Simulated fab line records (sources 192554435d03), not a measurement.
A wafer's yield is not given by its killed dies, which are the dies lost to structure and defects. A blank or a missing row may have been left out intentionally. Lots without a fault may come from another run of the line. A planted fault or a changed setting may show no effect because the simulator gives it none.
Chamber matching    flow n5_finfet    N5_BEOL_M3_ALD_84 on ald_metal-04: 4 sister chambers
The step deposits TaN, pulse time 2 s, purge time 3 s, co reactant purge time 2 s. 16 wafers are shown with their chamber, then 8 later ones without.

WAFERS, EACH WITH ITS CHAMBER
wafer   chamber  heater_power_w (W)  susceptor_temp_C (C)
L074.2  3        391                 275.20
L074.3  2        423                 274.92
L074.6  1        455                 274.85
L080.3  1        460                 274.94
L080.4  0        409                 274.94
L080.5  3        383                 274.97
L082.1  0        405                 275.11
L082.2  1        454                 275.45
L082.5  2        436                 274.67
L083.3  3        379                 275.27
L083.5  2        417                 275.07
L083.6  3        386                 274.99
L085.3  0        426                 274.93
L085.4  2        429                 275.11
L085.5  1        463                 275.18
L088.1  2        428                 274.87

SIGNATURES, as means of the wafers listed above
reading           chamber 0  chamber 1  chamber 2  chamber 3  scatter within a chamber
heater_power_w    413.33     458.00     426.60     384.75     6.96
susceptor_temp_C  274.9933   275.1050   274.9280   275.1075   0.189
Rule: for a wafer and a chamber, the distance is found by dividing, reading by reading, the gap between the wafer's reading and the chamber's mean by the reading's scatter, squaring, summing and taking the root. If the next closest chamber is less than 2 further off than the closest, the wafer can't be placed; otherwise it belongs to the closest. The scatter: take each reading less its chamber's mean, square it, sum over the shown wafers, divide by the number of wafers less the number of chambers, and take the root.

WAFERS WHOSE CHAMBER IS MISSING
wafer   heater_power_w (W)  susceptor_temp_C (C)
L088.4  427                 274.68
L088.6  387                 275.12
L094.2  448                 275.00
L094.3  414                 274.73
L094.6  426                 275.30
L097.1  470                 275.08
L097.2  427                 274.71
L097.3  417                 275.03

CHAMBER TAKEN BY EACH
wafer   from the rows above      in truth
L088.4  can't be placed: 2 or 0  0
L088.6  3                        3
L094.2  can't be placed: 1 or 2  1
L094.3  can't be placed: 0 or 2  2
L094.6  can't be placed: 2 or 0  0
L097.1  1                        1
L097.2  can't be placed: 2 or 0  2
L097.3  can't be placed: 0 or 2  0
2 of 8 placed correctly. From these rows, 6 cannot be placed; in 6 the true chamber is one of the candidates. Wrongly placed: 0.
